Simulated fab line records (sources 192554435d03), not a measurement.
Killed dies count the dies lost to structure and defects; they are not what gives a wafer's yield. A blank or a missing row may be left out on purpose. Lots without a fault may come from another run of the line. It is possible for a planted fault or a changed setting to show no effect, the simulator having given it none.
Chamber matching ; flow n5 finfet ; 4 sister chambers for N5_SD_EPI_P_ETCH_37 on rie diel-01
The step etches SOC in N2/H2, overetch 108 nm, time 486 s. 4 wafers are shown with their chamber, then 12 later ones without.

== WAFERS WITH THEIR CHAMBER ==
wafer;chamber;drypump motor current A (A)
L085.1;2;5.9
L090.2;3;5.2
L090.4;0;5.3
L090.5;1;5.5

== WAFERS WITHOUT THEIR CHAMBER ==
wafer;drypump motor current A (A)
L093.1;5.2
L093.3;5.8
L093.4;5.3
L094.2;5.3
L094.3;5.5
L094.5;5.2
L095.4;5.9
L095.5;5.9
L095.6;5.5
L096.4;5.9
L096.5;5.5
L096.6;5.3

== EACH ONE'S CHAMBER ==
wafer;from the rows above;in truth
L093.1;3;3
L093.3;2;2
L093.4;0;0
L094.2;0;0
L094.3;1;1
L094.5;3;3
L095.4;2;2
L095.5;2;2
L095.6;1;1
L096.4;2;2
L096.5;1;1
L096.6;0;0
12 of 12 placed correctly. Not placeable from these rows: 0. Number placed wrongly: 0.
How it was worked out, from the rows above alone: a wafer's distance from a chamber is the root of the sum, over the readings, of the square of ((its reading less the chamber's mean) divided by the reading's scatter). The wafer belongs to the nearest chamber; if the next one is less than 2 further off, it can't be placed. The mean given for a chamber averages the wafers shown for that chamber. The scatter: root of mean squared gap, hidden wafer to nearest shown wafer, with one shown wafer a chamber.
